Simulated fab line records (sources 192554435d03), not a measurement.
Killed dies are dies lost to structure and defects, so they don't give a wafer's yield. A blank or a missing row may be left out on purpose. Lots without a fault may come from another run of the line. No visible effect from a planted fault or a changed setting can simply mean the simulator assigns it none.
Matching of chambers / flow n5-finfet / N5_BEOL_M0_SAQP_MANDREL_ETCH_103 on rie-si-06 has 4 sister chambers
The step etches a-Si in HBr/Cl2, stops on SiCN, target depth 45 nm, bt time 10 s, time 27 s. 4 wafers are shown with their chamber, then 8 later ones without.

## WAFERS WITH THEIR CHAMBER
wafer=L081.3; chamber=0; drypump-motor-current-A (A)=5.3
wafer=L084.5; chamber=1; drypump-motor-current-A (A)=6.4
wafer=L087.5; chamber=2; drypump-motor-current-A (A)=6.4
wafer=L093.1; chamber=3; drypump-motor-current-A (A)=6.2

## WAFERS MISSING THEIR CHAMBER
wafer=L093.3; drypump-motor-current-A (A)=6.4
wafer=L093.6; drypump-motor-current-A (A)=6.4
wafer=L095.1; drypump-motor-current-A (A)=6.2
wafer=L095.2; drypump-motor-current-A (A)=5.2
wafer=L095.5; drypump-motor-current-A (A)=5.3
wafer=L096.1; drypump-motor-current-A (A)=6.4
wafer=L096.3; drypump-motor-current-A (A)=6.2
wafer=L096.4; drypump-motor-current-A (A)=6.4

## EACH ONE'S CHAMBER
wafer=L093.3; from the rows above=can't be placed: 1 or 2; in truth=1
wafer=L093.6; from the rows above=can't be placed: 1 or 2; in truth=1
wafer=L095.1; from the rows above=3; in truth=3
wafer=L095.2; from the rows above=0; in truth=0
wafer=L095.5; from the rows above=0; in truth=0
wafer=L096.1; from the rows above=can't be placed: 1 or 2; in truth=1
wafer=L096.3; from the rows above=3; in truth=3
wafer=L096.4; from the rows above=can't be placed: 1 or 2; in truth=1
Correctly placed: 4 of 8. These rows do not allow placing 4 (true chamber among the candidates in 4). Wrongly placed: 0.
How it was worked out, from the rows above alone: a wafer's distance from a chamber is the root of the sum, over the readings, of the square of ((its reading less the chamber's mean) divided by the reading's scatter). If the next closest chamber is less than 2 further off than the closest, the wafer can't be placed; otherwise it belongs to the closest. The mean given for a chamber averages the wafers shown for that chamber. The scatter: with one shown wafer a chamber, the root of the mean of the squares of how far each hidden wafer lies from its nearest shown one.
